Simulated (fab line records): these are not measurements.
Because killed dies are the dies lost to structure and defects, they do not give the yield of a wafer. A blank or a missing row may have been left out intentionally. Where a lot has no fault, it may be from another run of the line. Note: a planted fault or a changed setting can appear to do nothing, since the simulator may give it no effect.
fab line records | flow nand-harc | part 2 of 2: steps 34 to 46 of 46
record lots=5 | wafers=15 | last-day=24
route steps=1159 shown P_BONDPAD@381 A_START@389 A_ZERO_WELL@390 A_SOURCE_PLATE@413 A_ONON_D1@424
lots that met no fault: taken from a fault-free run of the same line
start-h: hours from the record's first day to the start of the lot's first wafer shown | wait-h: hours elapsed since this lot's preceding step | " the same as in the row above | L1.1+2: a row that stands for several wafers | - value missing, or start not given | * or withheld: withheld | < > ~ a bound
route shown NAME@n: NAME is a module with steps in the file, n the number in the route of the first one | usual: average and standard deviation across the fault-free wafers | same: alike in all rows | chamber/n: place in a boat | sites: the reading at each site | _std_site: the standard deviation of these | _edge_site: mean of outer sites minus mean of inner sites | radius-mm: for every site, how far away it sits from the centre of the wafer | mask NAME#n: copy n | behind: the tool/chamber that last shaped the wafer | hold: why the lot was held/for how many hours/how that ended | device: the n, p or np transistor that did not switch | end of line: the tests these same wafers got at the end of their route | for a step that has no rows: nothing shown but its recipe | killed: not the wafer's yield, but the dies lost to structure and defects at the first sort | map: shows each die of a wafer: x if killed, . if not, _ if none is there
set.NAME: setting as actually run; set.NAME@STEP: the setting as run at that earlier step | model.NAME: the simulator's own value behind a step, which no gauge read
lots seen at some steps along the route; tables by step, rows by wafer
services: a tool's chamber out of use, with start hour (start-h, from the record's first day; less than 0 if before it), hours out, and reason
## steps
# step NHARC_A_SOURCE_PLATE_PVD_04
# recipe target-thk-a=500 | material=WSi2
lot.wafer  | tool           | chamber | start-h | wait-h
L080.4+2+5 | pvd-sputter-03 | -       | 170.51  | 0.1
L088.1+2+6 | pvd-sputter-03 | -       | 223.27  | 0.1
L094.4+2+5 | pvd-sputter-01 | -       | 263.73  | 0.1
L095.3+1+5 | pvd-sputter-03 | -       | 268.61  | 0.1
L097.2+1+6 | pvd-sputter-01 | -       | 285.29  | 0.1
# step NHARC_A_SOURCE_PLATE_CVD_03
# recipe target-thk-a=2000 | temp-c=620 | pressure-mtorr=200 | time-s=4000 | material=poly-Si
# usual pressure-mtorr=199.9/0.42
# same time-s=4000
lot.wafer | tool          | chamber | start-h | wait-h | pressure-mtorr
L080.2    | lpcvd-poly-01 | 0       | 173.20  | -      | 199.9
L080.4    | "             | 0       | "       | "      | 199.4
L080.5    | "             | 0       | "       | "      | 199.0
L088.1    | lpcvd-poly-03 | 0       | 225.78  | -      | 200.1
L088.2    | "             | 0       | "       | "      | 199.6
L088.6    | "             | 0       | "       | "      | 199.7
L094.2    | lpcvd-poly-04 | 0       | 266.24  | -      | 199.7
L094.4    | "             | 0       | "       | "      | 200.1
L094.5    | "             | 0       | "       | "      | 200.1
L095.1    | lpcvd-poly-04 | 0       | 271.08  | -      | 199.9
L095.3    | "             | 0       | "       | "      | 200.0
L095.5    | "             | 0       | "       | "      | 199.3
L097.1    | lpcvd-poly-03 | 0       | 287.81  | -      | 199.4
L097.2    | "             | 0       | "       | "      | 200.9
L097.6    | "             | 0       | "       | "      | 200.1
# step NHARC_A_SOURCE_PLATE_ANNEAL_05
# recipe temp-c=850 | time-s=1800
# same time-s=1800
lot.wafer  | tool       | chamber | start-h | wait-h
L080.2+4+5 | furnace-03 | 0       | 179.59  | 3.3
L088.1+2+6 | furnace-02 | 0       | 235.31  | 6.5
L094.2+4+5 | furnace-02 | 0       | 272.85  | 3.5
L095.1+3+5 | furnace-02 | 0       | 277.64  | 3.5
L097.1+2+6 | furnace-02 | 0       | 294.44  | 3.5
# step NHARC_A_SOURCE_PLATE_THK_MEAS_06
# recipe thk-meas-gauge=ellipsometry
# usual thk-nm=199.3/2.1
lot.wafer | tool          | chamber | start-h | wait-h | thk-nm
L080.2    | film-metro-01 | -       | 183.57  | 0.4    | 197.8
L080.4    | "             | -       | "       | "      | 196.3
L080.5    | "             | -       | "       | "      | 198.0
L088.1    | film-metro-01 | -       | 239.32  | 0.4    | 198.7
L088.2    | "             | -       | "       | "      | 198.1
L088.6    | "             | -       | "       | "      | 197.5
L094.2    | film-metro-02 | -       | 276.78  | 0.4    | 196.3
L094.4    | "             | -       | "       | "      | 196.7
L094.5    | "             | -       | "       | "      | 197.9
L095.1    | film-metro-02 | -       | 281.57  | 0.4    | 201.0
L095.3    | "             | -       | "       | "      | 203.1
L095.5    | "             | -       | "       | "      | 202.1
L097.1    | film-metro-02 | -       | 298.38  | 0.4    | 200.7
L097.2    | "             | -       | "       | "      | 199.3
L097.6    | "             | -       | "       | "      | 200.5
# step NHARC_A_SOURCE_PLATE_INSPECT_08
# usual raw-defect-count=65/22
lot.wafer | tool              | chamber | start-h | wait-h | raw-defect-count
L080.2    | defect-inspect-02 | -       | 183.63  | 0.0    | 71
L080.4    | "                 | -       | "       | "      | 65
L080.5    | "                 | -       | "       | "      | 60
L088.1    | defect-inspect-02 | -       | 239.41  | 0.0    | 29
L088.2    | "                 | -       | "       | "      | 49
L088.6    | "                 | -       | "       | "      | 57
L094.2    | defect-inspect-02 | -       | 276.84  | 0.0    | 54
L094.4    | "                 | -       | "       | "      | 24
L094.5    | "                 | -       | "       | "      | 117
L095.1    | defect-inspect-01 | -       | 281.65  | 0.0    | 38
L095.3    | "                 | -       | "       | "      | 36
L095.5    | "                 | -       | "       | "      | 28
L097.1    | defect-inspect-01 | -       | 298.44  | 0.0    | 71
L097.2    | "                 | -       | "       | "      | 32
L097.6    | "                 | -       | "       | "      | 51
# step NHARC_A_ONON_D1_DEP_00
# recipe target-thk-a=10000 | n2-flow-sccm=2750 | n2o-flow-sccm=2000 | nh3-flow-sccm=500 | sih4-flow-sccm=210 | temp-c=400
lot.wafer  | tool          | chamber | start-h | wait-h
L080.2+4+5 | pecvd-onon-01 | 0       | 183.76  | 0.1
L088.1+2+6 | pecvd-onon-01 | 0       | 239.74  | 0.3
L094.2+4+5 | pecvd-onon-04 | 0       | 276.96  | 0.1
L095.1+3+5 | pecvd-onon-02 | 0       | 281.73  | 0.1
L097.1+2+6 | pecvd-onon-01 | 0       | 298.51  | 0.1
# step NHARC_A_ONON_D1_THK_MEAS_02
# recipe thk-meas-gauge=ellipsometry
# usual thk-nm=1000/9.9
lot.wafer | tool          | chamber | start-h | wait-h | thk-nm
L080.2    | film-metro-02 | -       | 184.22  | -      | 1001
L080.4    | "             | -       | "       | "      | 1002
L080.5    | "             | -       | "       | "      | 1002
L088.1    | film-metro-02 | -       | 240.25  | -      | 982
L088.2    | "             | -       | "       | "      | 982
L088.6    | "             | -       | "       | "      | 982
L094.2    | film-metro-01 | -       | 277.42  | -      | 985
L094.4    | "             | -       | "       | "      | 985
L094.5    | "             | -       | "       | "      | 986
L095.1    | film-metro-01 | -       | 282.25  | -      | 1004
L095.3    | "             | -       | "       | "      | 1002
L095.5    | "             | -       | "       | "      | 1002
L097.1    | film-metro-01 | -       | 299.02  | -      | 1006
L097.2    | "             | -       | "       | "      | 1008
L097.6    | "             | -       | "       | "      | 1008
# step NHARC_A_ONON_D1_DEP_03
# recipe target-thk-a=10000 | n2-flow-sccm=2750 | n2o-flow-sccm=2000 | nh3-flow-sccm=500 | sih4-flow-sccm=210 | temp-c=400
lot.wafer  | tool          | chamber | start-h | wait-h
L080.2+4+5 | pecvd-onon-01 | 0       | 184.33  | 0.1
L088.1+2+6 | pecvd-onon-02 | 0       | 240.30  | 0.1
L094.2+4+5 | pecvd-onon-02 | 0       | 277.53  | 0.1
L095.1+3+5 | pecvd-onon-04 | 0       | 282.30  | 0.1
L097.1+2+6 | pecvd-onon-01 | 0       | 299.08  | 0.1
# step NHARC_A_ONON_D1_THK_MEAS_05
# recipe thk-meas-gauge=ellipsometry
# usual thk-nm=1002/7.9
lot.wafer | tool          | chamber | start-h | wait-h | thk-nm
L080.2    | film-metro-01 | -       | 184.78  | -      | 1012
L080.4    | "             | -       | "       | "      | 1010
L080.5    | "             | -       | "       | "      | 1010
L088.1    | film-metro-01 | -       | 240.81  | -      | 998
L088.2    | "             | -       | "       | "      | 999
L088.6    | "             | -       | "       | "      | 999
L094.2    | film-metro-02 | -       | 277.99  | -      | 1002
L094.4    | "             | -       | "       | "      | 1003
L094.5    | "             | -       | "       | "      | 1004
L095.1    | film-metro-02 | -       | 282.82  | -      | 1002
L095.3    | "             | -       | "       | "      | 1002
L095.5    | "             | -       | "       | "      | 1002
L097.1    | film-metro-02 | -       | 299.59  | -      | 992
L097.2    | "             | -       | "       | "      | 992
L097.6    | "             | -       | "       | "      | 994
# step NHARC_A_ONON_D1_DEP_06
# recipe target-thk-a=10000 | n2-flow-sccm=2750 | n2o-flow-sccm=2000 | nh3-flow-sccm=500 | sih4-flow-sccm=210 | temp-c=400
lot.wafer  | tool          | chamber | start-h | wait-h
L080.2+4+5 | pecvd-onon-01 | 0       | 184.90  | 0.1
L088.1+2+6 | pecvd-onon-01 | 0       | 240.86  | 0.1
L094.2+4+5 | pecvd-onon-04 | 0       | 278.10  | 0.1
L095.1+3+5 | pecvd-onon-01 | 0       | 282.89  | 0.1
L097.1+2+6 | pecvd-onon-01 | 0       | 299.65  | 0.1
# step NHARC_A_ONON_D1_THK_MEAS_08
# recipe thk-meas-gauge=ellipsometry
# usual thk-nm=999/9.4
lot.wafer | tool          | chamber | start-h | wait-h | thk-nm
L080.2    | film-metro-01 | -       | 185.35  | -      | 1003
L080.4    | "             | -       | "       | "      | 1003
L080.5    | "             | -       | "       | "      | 1003
L088.1    | film-metro-01 | -       | 241.38  | -      | 998
L088.2    | "             | -       | "       | "      | 997
L088.6    | "             | -       | "       | "      | 995
L094.2    | film-metro-01 | -       | 278.55  | -      | 998
L094.4    | "             | -       | "       | "      | 998
L094.5    | "             | -       | "       | "      | 999
L095.1    | film-metro-02 | -       | 283.40  | -      | 998
L095.3    | "             | -       | "       | "      | 997
L095.5    | "             | -       | "       | "      | 996
L097.1    | film-metro-02 | -       | 300.16  | -      | 988
L097.2    | "             | -       | "       | "      | 989
L097.6    | "             | -       | "       | "      | 986
# step NHARC_A_ONON_D1_DEP_09
# recipe target-thk-a=10000 | n2-flow-sccm=2750 | n2o-flow-sccm=2000 | nh3-flow-sccm=500 | sih4-flow-sccm=210 | temp-c=400
lot.wafer  | tool          | chamber | start-h | wait-h
L080.2+4+5 | pecvd-onon-01 | 0       | 185.46  | 0.1
L088.1+2+6 | pecvd-onon-02 | 0       | 241.43  | 0.1
L094.2+4+5 | pecvd-onon-04 | 0       | 278.67  | 0.1
L095.1+3+5 | pecvd-onon-02 | 0       | 283.46  | 0.1
L097.1+2+6 | pecvd-onon-01 | 0       | 300.22  | 0.1
# step NHARC_A_ONON_D1_THK_MEAS_11
# recipe thk-meas-gauge=ellipsometry
# usual thk-nm=1001/10
lot.wafer | tool          | chamber | start-h | wait-h | thk-nm
L080.2    | film-metro-01 | -       | 185.94  | -      | 990
L080.4    | "             | -       | "       | "      | 989
L080.5    | "             | -       | "       | "      | 989
L088.1    | film-metro-02 | -       | 241.94  | -      | 1011
L088.2    | "             | -       | "       | "      | 1008
L088.6    | "             | -       | "       | "      | 1010
L094.2    | film-metro-02 | -       | 279.12  | -      | 1004
L094.4    | "             | -       | "       | "      | 1003
L094.5    | "             | -       | "       | "      | 1005
L095.1    | film-metro-02 | -       | 283.98  | -      | 1012
L095.3    | "             | -       | "       | "      | 1011
L095.5    | "             | -       | "       | "      | 1010
L097.1    | film-metro-01 | -       | 300.74  | -      | 1014
L097.2    | "             | -       | "       | "      | 1014
L097.6    | "             | -       | "       | "      | 1015
## services
tool           | chamber | start-h | hours | kind
wet-bench-05   | -       | 144.33  | 4.1   | repair
wet-bench-03   | -       | 146.40  | 8.0   | pm
rie-diel-07    | 1       | 157.23  | 8.4   | repair
wet-bench-04   | -       | 163.20  | 8.0   | pm
wet-bench-10   | -       | 164.62  | 0.9   | repair
rie-diel-10    | -       | 176.50  | 9.0   | pm
wet-bench-03   | -       | 180.90  | 1.4   | repair
wet-bench-04   | -       | 186.16  | 1.2   | repair
litho-track-07 | -       | 189.00  | 7.0   | pm
pecvd-onon-01  | -       | 195.28  | 13.0  | pm
wet-bench-05   | -       | 196.80  | 8.0   | pm
wet-bench-05   | -       | 205.88  | 2.7   | repair
litho-track-03 | -       | 213.00  | 7.0   | pm
wet-bench-01   | -       | 213.60  | 8.0   | pm
wet-bench-04   | -       | 220.61  | 2.5   | repair
wet-bench-08   | -       | 230.44  | 8.0   | pm
litho-track-05 | -       | 237.00  | 7.0   | pm
wet-bench-10   | -       | 247.20  | 8.0   | pm
wet-bench-03   | -       | 261.66  | 1.0   | repair
rie-diel-10    | -       | 262.93  | 0.5   | repair
rie-diel-10    | 2       | 268.70  | 6.5   | repair
wet-bench-07   | -       | 272.00  | 8.0   | pm
wet-bench-08   | -       | 289.25  | 6.5   | repair
pecvd-onon-02  | -       | 292.04  | 13.0  | pm
